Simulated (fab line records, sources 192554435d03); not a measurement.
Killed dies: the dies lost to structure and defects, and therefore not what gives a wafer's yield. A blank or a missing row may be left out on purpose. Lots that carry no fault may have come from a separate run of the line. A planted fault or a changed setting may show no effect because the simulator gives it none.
Which tool was responsible? + flow n5_finfet + 9 lots, 26 wafers sampled, at 2 steps of a route of 1938

WHAT THE GAUGES READ, wafer by wafer
N5_BEOL_M2_CD_MEAS_28: target cd 26.2 nm, target cd y 24.1 nm.
| lot  | measured     | on        | cd_nm (nm)        |
|------|--------------|-----------|-------------------|
| L168 | day 6 16:21  | cd_sem-03 | 26.13 26.28 26.32 |
| L170 | day 7 00:54  | cd_sem-01 | 26.24 26.10       |
| L171 | day 7 00:59  | cd_sem-01 | 25.83 25.81 26.38 |
| L172 | day 7 15:13  | cd_sem-01 | 26.54 26.35 26.16 |
| L179 | day 10 04:32 | cd_sem-01 | 26.47 26.34 26.15 |
| L183 | day 10 13:59 | cd_sem-01 | 26.33 26.42 26.52 |
| L188 | day 11 22:01 | cd_sem-01 | 25.99 25.89 26.15 |
| L189 | day 12 01:25 | cd_sem-01 | 26.14 26.01 26.25 |
| L191 | day 12 05:29 | cd_sem-03 | 26.61 26.55 26.04 |

EACH LOT AND THE TOOL THAT RAN IT (in order: tool; ch and the chambers of the sampled wafers; start)
| lot  | N5_BEOL_M2_ETCH_74                 |
|------|------------------------------------|
| L168 | rie_diel-03 ch 0,1,2, day 6 15:31  |
| L170 | rie_diel-04 ch 1,3, day 7 00:00    |
| L171 | rie_diel-04 ch 0,1,3, day 7 00:16  |
| L172 | rie_diel-06 ch 0,1,2, day 7 14:30  |
| L179 | rie_diel-03 ch 0,3, day 10 03:41   |
| L183 | rie_diel-06 ch 0,1,3, day 10 13:09 |
| L188 | rie_diel-04 ch 1,2,3, day 11 21:07 |
| L189 | rie_diel-04 ch 1,2, day 12 00:25   |
| L191 | rie_diel-04 ch 1,2,3, day 12 04:35 |
- N5_BEOL_M2_ETCH_74: etches underlayer in N2/H2, target depth 6.5 nm, time 5.2 s.

THE ANSWER, worked out from the rows above alone
Rule: the usual values come from the lots themselves. The widest of any qualifying gaps counts: lots, ordered by their means at a reading, are off when they make up no more than a third of the lots, leave a main group of 4 or more, and stand apart from it by 3 or more times the standard deviation of that group's means. If all means in a main group match to the digits the tables above print for the reading, that group is not used. A lot without any number at a reading at which 4 lots or more have one is off too. The other lots that the step has rows for count as sound.
No lot is off at any reading shown: from this, nothing can be told.

WHAT THE SIMULATOR PUT IN
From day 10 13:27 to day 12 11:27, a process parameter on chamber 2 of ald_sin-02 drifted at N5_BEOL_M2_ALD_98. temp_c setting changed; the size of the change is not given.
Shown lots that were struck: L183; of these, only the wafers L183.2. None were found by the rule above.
